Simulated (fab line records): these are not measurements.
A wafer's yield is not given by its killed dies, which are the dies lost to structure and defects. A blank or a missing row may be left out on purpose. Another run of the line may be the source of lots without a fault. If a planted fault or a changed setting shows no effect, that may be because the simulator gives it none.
Matching of chambers ; flow n5 finfet ; rie diel-06 running N5_SD_EPI_N_DESCUM_14: 4 sister chambers
The step chemistry O2, time 7.9 s. 4 wafers are shown with their chamber, then 8 later ones without.

== WAFERS, EACH WITH ITS CHAMBER ==
wafer;chamber;showerhead plenum p Torr (Torr)
L091.1;1;2.22
L091.2;2;2.01
L091.3;0;2.10
L092.2;3;1.97

== WAFERS WITH NO CHAMBER GIVEN ==
wafer;showerhead plenum p Torr (Torr)
L092.4;2.10
L092.5;2.01
L093.1;2.10
L093.5;2.10
L093.6;1.97
L094.1;2.00
L094.3;1.97
L094.4;2.22

== WHICH CHAMBER EACH ONE RAN IN ==
wafer;from the rows above;in truth
L092.4;0;0
L092.5;2;2
L093.1;0;0
L093.5;0;0
L093.6;3;3
L094.1;2;2
L094.3;3;3
L094.4;1;1
Placed correctly: 8 of 8. Not placeable from these rows: 0. 0 placed wrongly.
How it was worked out, from the rows above alone: a wafer's distance from a chamber is the root of the sum, over the readings, of the square of ((its reading less the chamber's mean) divided by the reading's scatter). The wafer belongs to the nearest chamber; if the next one is less than 2 further off, it can't be placed. A chamber's mean is the mean of its shown wafers. The scatter: with one shown wafer a chamber, the root of the mean of the squares of how far each hidden wafer lies from its nearest shown one.
